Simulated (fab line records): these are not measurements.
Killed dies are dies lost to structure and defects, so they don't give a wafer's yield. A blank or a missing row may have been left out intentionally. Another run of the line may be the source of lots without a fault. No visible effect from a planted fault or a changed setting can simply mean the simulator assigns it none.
Chamber matching :: flow nand harc :: 4 sister chambers for NHARC_A_CONTACT_ETCH_92 on rie diel-06
The step etches the open film in CH3F/O2, target depth 40 nm, time 85.7 s. 20 wafers are shown with their chamber, then 10 later ones without.

WAFERS, EACH WITH ITS CHAMBER
wafer: L966.2
chamber: 0
showerhead plenum p Torr (Torr): 2.65
drypump motor current A (A): 4.9
rf vpp V (V): 247.3

wafer: L966.3
chamber: 1
showerhead plenum p Torr (Torr): 2.40
drypump motor current A (A): 5.3
rf vpp V (V): 242.0

wafer: L966.6
chamber: 0
showerhead plenum p Torr (Torr): 2.65
drypump motor current A (A): 4.9
rf vpp V (V): 247.3

wafer: L968.1
chamber: 0
showerhead plenum p Torr (Torr): 2.65
drypump motor current A (A): 4.9
rf vpp V (V): 248.2

wafer: L968.5
chamber: 3
showerhead plenum p Torr (Torr): 2.32
drypump motor current A (A): 5.6
rf vpp V (V): 241.7

wafer: L968.6
chamber: 0
showerhead plenum p Torr (Torr): 2.65
drypump motor current A (A): 4.9
rf vpp V (V): 247.5

wafer: L969.1
chamber: 0
showerhead plenum p Torr (Torr): 2.64
drypump motor current A (A): 5.0
rf vpp V (V): 245.8

wafer: L969.5
chamber: 1
showerhead plenum p Torr (Torr): 2.40
drypump motor current A (A): 5.3
rf vpp V (V): 244.2

wafer: L969.6
chamber: 2
showerhead plenum p Torr (Torr): 2.32
drypump motor current A (A): 6.0
rf vpp V (V): 243.2

wafer: L970.2
chamber: 2
showerhead plenum p Torr (Torr): 2.32
drypump motor current A (A): 6.0
rf vpp V (V): 243.5

wafer: L970.5
chamber: 2
showerhead plenum p Torr (Torr): 2.32
drypump motor current A (A): 6.0
rf vpp V (V): 242.3

wafer: L970.6
chamber: 1
showerhead plenum p Torr (Torr): 2.40
drypump motor current A (A): 5.3
rf vpp V (V): 244.6

wafer: L974.2
chamber: 3
showerhead plenum p Torr (Torr): 2.32
drypump motor current A (A): 5.6
rf vpp V (V): 244.3

wafer: L974.3
chamber: 1
showerhead plenum p Torr (Torr): 2.40
drypump motor current A (A): 5.3
rf vpp V (V): 244.4

wafer: L974.6
chamber: 2
showerhead plenum p Torr (Torr): 2.32
drypump motor current A (A): 6.0
rf vpp V (V): 243.7

wafer: L973.1
chamber: 2
showerhead plenum p Torr (Torr): 2.32
drypump motor current A (A): 6.0
rf vpp V (V): 242.9

wafer: L973.3
chamber: 3
showerhead plenum p Torr (Torr): 2.32
drypump motor current A (A): 5.6
rf vpp V (V): 241.5

wafer: L973.5
chamber: 2
showerhead plenum p Torr (Torr): 2.32
drypump motor current A (A): 6.0
rf vpp V (V): 241.7

wafer: L980.1
chamber: 3
showerhead plenum p Torr (Torr): 2.32
drypump motor current A (A): 5.7
rf vpp V (V): 242.7

wafer: L980.5
chamber: 2
showerhead plenum p Torr (Torr): 2.32
drypump motor current A (A): 6.0
rf vpp V (V): 242.1

SIGNATURES, as means of the wafers listed above
reading: showerhead plenum p Torr
chamber 0: 2.6480
chamber 1: 2.4000
chamber 2: 2.3200
chamber 3: 2.3200
scatter within a chamber: 0.00224

reading: drypump motor current A
chamber 0: 4.920
chamber 1: 5.300
chamber 2: 6.000
chamber 3: 5.625
scatter within a chamber: 0.0311

reading: rf vpp V
chamber 0: 247.220
chamber 1: 243.800
chamber 2: 242.771
chamber 3: 242.550
scatter within a chamber: 0.993
Rule: distance of a wafer from a chamber = root of the sum over the readings of ((wafer's reading minus chamber's mean) / reading's scatter) squared. If the next closest chamber is less than 2 further off than the closest, the wafer can't be placed; otherwise it belongs to the closest. The scatter is the square root of a quotient: the sum, over the shown wafers, of each reading's squared deviation from its chamber's mean, divided by wafers minus chambers.

WAFERS MISSING THEIR CHAMBER
wafer: L980.6
showerhead plenum p Torr (Torr): 2.32
drypump motor current A (A): 5.6
rf vpp V (V): 241.5

wafer: L982.1
showerhead plenum p Torr (Torr): 2.32
drypump motor current A (A): 5.6
rf vpp V (V): 240.3

wafer: L982.2
showerhead plenum p Torr (Torr): 2.39
drypump motor current A (A): 5.3
rf vpp V (V): 243.0

wafer: L982.5
showerhead plenum p Torr (Torr): 2.32
drypump motor current A (A): 5.6
rf vpp V (V): 242.4

wafer: L988.2
showerhead plenum p Torr (Torr): 2.63
drypump motor current A (A): 4.9
rf vpp V (V): 245.8

wafer: L988.3
showerhead plenum p Torr (Torr): 2.31
drypump motor current A (A): 6.0
rf vpp V (V): 242.0

wafer: L988.6
showerhead plenum p Torr (Torr): 2.31
drypump motor current A (A): 6.0
rf vpp V (V): 242.3

wafer: L989.3
showerhead plenum p Torr (Torr): 2.31
drypump motor current A (A): 6.0
rf vpp V (V): 243.3

wafer: L989.5
showerhead plenum p Torr (Torr): 2.31
drypump motor current A (A): 6.0
rf vpp V (V): 242.1

wafer: L989.6
showerhead plenum p Torr (Torr): 2.39
drypump motor current A (A): 5.3
rf vpp V (V): 244.3

CHAMBER TAKEN BY EACH
wafer: L980.6
from the rows above: 3
in truth: 3

wafer: L982.1
from the rows above: 3
in truth: 3

wafer: L982.2
from the rows above: 1
in truth: 1

wafer: L982.5
from the rows above: 3
in truth: 3

wafer: L988.2
from the rows above: 0
in truth: 0

wafer: L988.3
from the rows above: 2
in truth: 2

wafer: L988.6
from the rows above: 2
in truth: 2

wafer: L989.3
from the rows above: 2
in truth: 2

wafer: L989.5
from the rows above: 2
in truth: 2

wafer: L989.6
from the rows above: 1
in truth: 1
10 of 10 placed correctly. Not placeable from these rows: 0. Number placed wrongly: 0.
